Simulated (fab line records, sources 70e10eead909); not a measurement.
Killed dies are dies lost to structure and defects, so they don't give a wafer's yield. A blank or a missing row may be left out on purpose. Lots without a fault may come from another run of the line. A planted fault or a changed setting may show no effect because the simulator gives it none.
Chamber matching | flow nand_harc | NHARC_A_CHANNEL_FILL_D2_ALD_25 on ald_hk-01: 4 sister chambers
The step deposits SiOx, target thk 60 nm, pulse time 10 s, ald cycles 600. 8 wafers are shown with their chamber, then 7 later ones without.

WAFERS WITH THEIR CHAMBER
wafer  | chamber | heater_power_w (W) | precursor_pulse_height_rel
L080.1 | 1       | 577                | 0.983
L082.5 | 2       | 385                | 1.020
L082.6 | 1       | 576                | 0.996
L084.2 | 0       | 389                | 0.991
L084.5 | 3       | 543                | 0.987
L084.6 | 2       | 386                | 0.995
L089.2 | 3       | 566                | 0.985
L089.3 | 0       | 371                | 1.011

WAFERS WITHOUT THEIR CHAMBER
wafer  | heater_power_w (W) | precursor_pulse_height_rel
L089.4 | 415                | 0.963
L091.4 | 569                | 1.003
L091.2 | 584                | 0.999
L091.5 | 419                | 0.988
L095.4 | 366                | 1.007
L095.5 | 554                | 1.025
L095.6 | 365                | 0.980

WHICH CHAMBER EACH WENT THROUGH
wafer  | from the rows above     | in truth
L089.4 | can't be placed: 0 or 2 | 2
L091.4 | can't be placed: 1 or 3 | 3
L091.2 | can't be placed: 1 or 3 | 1
L091.5 | can't be placed: 2 or 0 | 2
L095.4 | can't be placed: 0 or 2 | 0
L095.5 | can't be placed: 3 or 1 | 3
L095.6 | can't be placed: 0 or 2 | 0
Placed correctly: 0 of 7. Can't be placed from these rows: 7 (the true chamber is among the candidates in 7). Placed wrongly: 0.
How it was worked out, from the rows above alone: a wafer's distance from a chamber is the root of the sum, over the readings, of the square of ((its reading less the chamber's mean) divided by the reading's scatter). The wafer belongs to the nearest chamber; if the next one is less than 2 further off, it can't be placed. A chamber's mean is the mean of its shown wafers. The scatter: the root of (the sum of the squares of (reading less its chamber's mean) over the shown wafers, divided by (wafers less chambers)).
